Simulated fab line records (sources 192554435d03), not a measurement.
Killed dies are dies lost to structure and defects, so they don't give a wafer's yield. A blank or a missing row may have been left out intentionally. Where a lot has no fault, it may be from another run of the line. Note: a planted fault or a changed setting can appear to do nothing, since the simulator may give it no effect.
Chamber matching || flow n5 finfet || N5_BEOL_M3_PECVD_72 on pecvd-01 has 3 sister chambers
The step deposits SiO2 from TEOS/O2, target thk 16 nm, time 18 s. 18 wafers are shown with their chamber, then 9 later ones without.

## WAFERS WITH THEIR CHAMBER
{"wafer": "L074.2", "chamber": 2, "showerhead plenum p Torr (Torr)": 8.73, "throttle valve pct (%)": 21.9, "heater power w (W)": 612}
{"wafer": "L074.4", "chamber": 2, "showerhead plenum p Torr (Torr)": 8.74, "throttle valve pct (%)": 21.7, "heater power w (W)": 600}
{"wafer": "L074.5", "chamber": 0, "showerhead plenum p Torr (Torr)": 8.83, "throttle valve pct (%)": 21.2, "heater power w (W)": 704}
{"wafer": "L080.3", "chamber": 1, "showerhead plenum p Torr (Torr)": 8.81, "throttle valve pct (%)": 22.2, "heater power w (W)": 698}
{"wafer": "L080.4", "chamber": 1, "showerhead plenum p Torr (Torr)": 8.84, "throttle valve pct (%)": 22.0, "heater power w (W)": 707}
{"wafer": "L080.6", "chamber": 2, "showerhead plenum p Torr (Torr)": 8.74, "throttle valve pct (%)": 21.9, "heater power w (W)": 612}
{"wafer": "L083.2", "chamber": 2, "showerhead plenum p Torr (Torr)": 8.73, "throttle valve pct (%)": 21.7, "heater power w (W)": 597}
{"wafer": "L083.5", "chamber": 1, "showerhead plenum p Torr (Torr)": 8.83, "throttle valve pct (%)": 22.2, "heater power w (W)": 704}
{"wafer": "L083.6", "chamber": 2, "showerhead plenum p Torr (Torr)": 8.74, "throttle valve pct (%)": 21.9, "heater power w (W)": 608}
{"wafer": "L084.2", "chamber": 0, "showerhead plenum p Torr (Torr)": 8.85, "throttle valve pct (%)": 21.1, "heater power w (W)": 662}
{"wafer": "L084.3", "chamber": 1, "showerhead plenum p Torr (Torr)": 8.84, "throttle valve pct (%)": 22.0, "heater power w (W)": 661}
{"wafer": "L084.4", "chamber": 1, "showerhead plenum p Torr (Torr)": 8.85, "throttle valve pct (%)": 22.3, "heater power w (W)": 656}
{"wafer": "L085.1", "chamber": 0, "showerhead plenum p Torr (Torr)": 8.81, "throttle valve pct (%)": 20.9, "heater power w (W)": 726}
{"wafer": "L085.4", "chamber": 0, "showerhead plenum p Torr (Torr)": 8.81, "throttle valve pct (%)": 21.5, "heater power w (W)": 731}
{"wafer": "L085.5", "chamber": 2, "showerhead plenum p Torr (Torr)": 8.75, "throttle valve pct (%)": 22.0, "heater power w (W)": 553}
{"wafer": "L086.1", "chamber": 1, "showerhead plenum p Torr (Torr)": 8.83, "throttle valve pct (%)": 22.5, "heater power w (W)": 654}
{"wafer": "L086.2", "chamber": 2, "showerhead plenum p Torr (Torr)": 8.75, "throttle valve pct (%)": 21.7, "heater power w (W)": 537}
{"wafer": "L086.6", "chamber": 1, "showerhead plenum p Torr (Torr)": 8.85, "throttle valve pct (%)": 22.2, "heater power w (W)": 629}

SIGNATURES, as means of the wafers listed above
{"reading": "showerhead plenum p Torr", "chamber 0": 8.8250, "chamber 1": 8.8357, "chamber 2": 8.7400, "scatter within a chamber": 0.0133}
{"reading": "throttle valve pct", "chamber 0": 21.175, "chamber 1": 22.200, "chamber 2": 21.829, "scatter within a chamber": 0.175}
{"reading": "heater power w", "chamber 0": 705.75, "chamber 1": 672.71, "chamber 2": 588.43, "scatter within a chamber": 30.6}
Rule: a wafer's distance from a chamber is the root of the sum, over the readings, of the square of ((its reading less the chamber's mean) divided by the reading's scatter). If the next closest chamber is less than 2 further off than the closest, the wafer can't be placed; otherwise it belongs to the closest. The scatter: the root of (the sum of the squares of (reading less its chamber's mean) over the shown wafers, divided by (wafers less chambers)).

## WAFERS WHOSE CHAMBER IS MISSING
{"wafer": "L093.2", "showerhead plenum p Torr (Torr)": 8.83, "throttle valve pct (%)": 22.4, "heater power w (W)": 672}
{"wafer": "L093.3", "showerhead plenum p Torr (Torr)": 8.76, "throttle valve pct (%)": 21.8, "heater power w (W)": 602}
{"wafer": "L093.5", "showerhead plenum p Torr (Torr)": 8.77, "throttle valve pct (%)": 21.7, "heater power w (W)": 605}
{"wafer": "L095.1", "showerhead plenum p Torr (Torr)": 8.84, "throttle valve pct (%)": 22.4, "heater power w (W)": 667}
{"wafer": "L095.2", "showerhead plenum p Torr (Torr)": 8.74, "throttle valve pct (%)": 21.9, "heater power w (W)": 583}
{"wafer": "L095.5", "showerhead plenum p Torr (Torr)": 8.84, "throttle valve pct (%)": 22.0, "heater power w (W)": 682}
{"wafer": "L097.3", "showerhead plenum p Torr (Torr)": 8.84, "throttle valve pct (%)": 22.1, "heater power w (W)": 692}
{"wafer": "L097.5", "showerhead plenum p Torr (Torr)": 8.84, "throttle valve pct (%)": 22.1, "heater power w (W)": 698}
{"wafer": "L097.6", "showerhead plenum p Torr (Torr)": 8.75, "throttle valve pct (%)": 22.0, "heater power w (W)": 518}

## THE CHAMBER EACH PASSED THROUGH
{"wafer": "L093.2", "from the rows above": 1, "in truth": 1}
{"wafer": "L093.3", "from the rows above": 2, "in truth": 2}
{"wafer": "L093.5", "from the rows above": 2, "in truth": 2}
{"wafer": "L095.1", "from the rows above": 1, "in truth": 1}
{"wafer": "L095.2", "from the rows above": 2, "in truth": 2}
{"wafer": "L095.5", "from the rows above": 1, "in truth": 1}
{"wafer": "L097.3", "from the rows above": 1, "in truth": 1}
{"wafer": "L097.5", "from the rows above": 1, "in truth": 1}
{"wafer": "L097.6", "from the rows above": 2, "in truth": 2}
9 of 9 placed correctly. Left unplaced by these rows: 0. Placed wrongly: 0.
